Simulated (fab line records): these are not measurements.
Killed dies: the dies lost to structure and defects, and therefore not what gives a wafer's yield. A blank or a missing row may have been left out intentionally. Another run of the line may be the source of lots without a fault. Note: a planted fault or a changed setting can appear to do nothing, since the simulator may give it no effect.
Split-lot study	flow n5_finfet	21 wafers read across 7 lots, on a route 1938 steps long

== SPLIT DETAILS ==
At N5_ZERO_LAYER_ETCH_18 (etches Si in HBr/Cl2, target depth 120 nm, time 40 s), the setting icp_w was moved away from the recipe's 800 W on 9 of the 21 wafers read, by -15.3% to +16.4%. This setting was run at the recipe's value on the other wafers.

Reading taken at the split's own step.

== THE READING ==
etch.depth_nm (the simulator's own value, which no gauge read), in nm, at N5_ZERO_LAYER_ETCH_18 (etches Si in HBr/Cl2, target depth 120 nm, time 40 s). The file gives no usual value for it. Across the 12 wafers here that went through the recipe, the average is 120.3 nm and the standard deviation 1.9 nm.

wafer	tool, chamber at the split	icp_w as run, W	against the recipe	etch.depth_nm, nm	against lot-mates on the recipe
L081.2	rie_si-04, 1	800	recipe	123.1	-
L081.4	rie_si-04, 2	758.9	-5.1%	116.2	-6.9
L081.5	rie_si-04, 1	758.9	-5.1%	119.9	-3.2
L082.2	rie_si-04, 3	800	recipe	117.6	-
L082.3	rie_si-04, 0	800	recipe	121.1	-
L082.5	rie_si-04, 0	800	recipe	121.7	-
L083.2	rie_si-05, 2	894.8	+11.9%	125	+6.9
L083.3	rie_si-05, 0	894.8	+11.9%	126	+7.9
L083.6	rie_si-05, 0	800	recipe	118.1	-
L086.1	rie_si-03, 2	873.3	+9.2%	124.2	+3.8
L086.3	rie_si-03, 1	873.3	+9.2%	125.4	+5.0
L086.5	rie_si-03, 0	800	recipe	120.4	-
L087.1	rie_si-03, 0	800	recipe	120.3	-
L087.4	rie_si-03, 3	800	recipe	117.5	-
L087.5	rie_si-03, 0	677.6	-15.3%	111.3	-7.6
L092.1	rie_si-04, 1	800	recipe	123	-
L092.2	rie_si-04, 2	800	recipe	122.1	-
L092.5	rie_si-04, 3	800	recipe	118.8	-
L096.1	rie_si-05, 0	800	recipe	120.2	-
L096.2	rie_si-05, 1	931.4	+16.4%	126.5	+6.3
L096.3	rie_si-05, 2	931.4	+16.4%	126.7	+6.5

THE FIT
A straight line over all 21 wafers: etch.depth_nm changes by +0.457 nm for each +1% of icp_w; r = +0.90; the points scatter about the line by 1.7 nm.
The same after taking each lot's own level away (the mean of its wafers on the recipe; 21 wafers): +0.509 nm for each +1%; r = +0.92; scatter 1.7 nm.
The reading moves by 8.4 nm for the largest change in icp_w, on that fit.
Measured against the standard deviation above, the lots' own levels, which go from 118.10 to 123.10 nm, span 2.6 times it.
Thus the slope moves with the lot-to-lot level: the two fits are different.
Check: +8.55 nm against its lot-mates is what the line predicts for one of the wafers moved furthest among these (+16.4%) when that wafer is left out of the fit. It came out at +6.3 nm against them.

== THE WHOLE CHAIN: every reading that the file lists as answering this split, in the file's order ==
step	what it does	reading	change (the file's fit)	r (the file's)
N5_ZERO_LAYER_ETCH_18	etches Si in HBr/Cl2, target depth 120 nm, time 40 s	ZERO_LAYER.feature_depth_nm (the simulator's own value, which no gauge read)	+0.499 nm for each +1% of the setting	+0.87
N5_ZERO_LAYER_ETCH_18	etches Si in HBr/Cl2, target depth 120 nm, time 40 s	etch.depth_nm (the simulator's own value, which no gauge read)	+0.499 nm for each +1% of the setting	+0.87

== FILE'S OWN FIT ==
etch.depth_nm changes by +0.499 nm for each +1% of icp_w, r = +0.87.
